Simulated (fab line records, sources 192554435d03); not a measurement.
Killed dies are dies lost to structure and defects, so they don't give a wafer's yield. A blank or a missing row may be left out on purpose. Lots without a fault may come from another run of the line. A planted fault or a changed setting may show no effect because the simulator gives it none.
Chamber matching | flow n5_finfet | N5_BEOL_M5_DEP_56 on pecvd-04: 3 sister chambers
The step deposits SiCN from 3MS/NH3, target thk 8 nm, time 14 s. 6 wafers are shown with their chamber, then 8 later ones without.

WAFERS WITH THEIR CHAMBER
wafer  | chamber | showerhead_plenum_p_Torr (Torr) | throttle_valve_pct (%)
L082.4 | 0       | 3.662                           | 8.7
L086.2 | 1       | 3.657                           | 8.8
L090.1 | 0       | 3.669                           | 8.4
L090.2 | 2       | 3.641                           | 8.5
L090.3 | 1       | 3.649                           | 8.8
L090.4 | 2       | 3.645                           | 8.2

WAFERS WITHOUT THEIR CHAMBER
wafer  | showerhead_plenum_p_Torr (Torr) | throttle_valve_pct (%)
L090.5 | 3.651                           | 8.6
L090.6 | 3.665                           | 8.8
L091.2 | 3.651                           | 8.5
L091.3 | 3.668                           | 8.5
L091.5 | 3.668                           | 8.6
L094.3 | 3.664                           | 8.6
L094.4 | 3.645                           | 8.3
L094.6 | 3.669                           | 8.8

WHICH CHAMBER EACH WENT THROUGH
wafer  | from the rows above          | in truth
L090.5 | can't be placed: 1 or 2 or 0 | 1
L090.6 | can't be placed: 0 or 1      | 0
L091.2 | can't be placed: 1 or 2 or 0 | 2
L091.3 | 0                            | 0
L091.5 | 0                            | 0
L094.3 | 0                            | 0
L094.4 | 2                            | 2
L094.6 | can't be placed: 0 or 1      | 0
Placed correctly: 4 of 8. Can't be placed from these rows: 4 (the true chamber is among the candidates in 4). Placed wrongly: 0.
How it was worked out, from the rows above alone: a wafer's distance from a chamber is the root of the sum, over the readings, of the square of ((its reading less the chamber's mean) divided by the reading's scatter). The wafer belongs to the nearest chamber; if the next one is less than 2 further off, it can't be placed. A chamber's mean is the mean of its shown wafers. The scatter: the root of (the sum of the squares of (reading less its chamber's mean) over the shown wafers, divided by (wafers less chambers)).
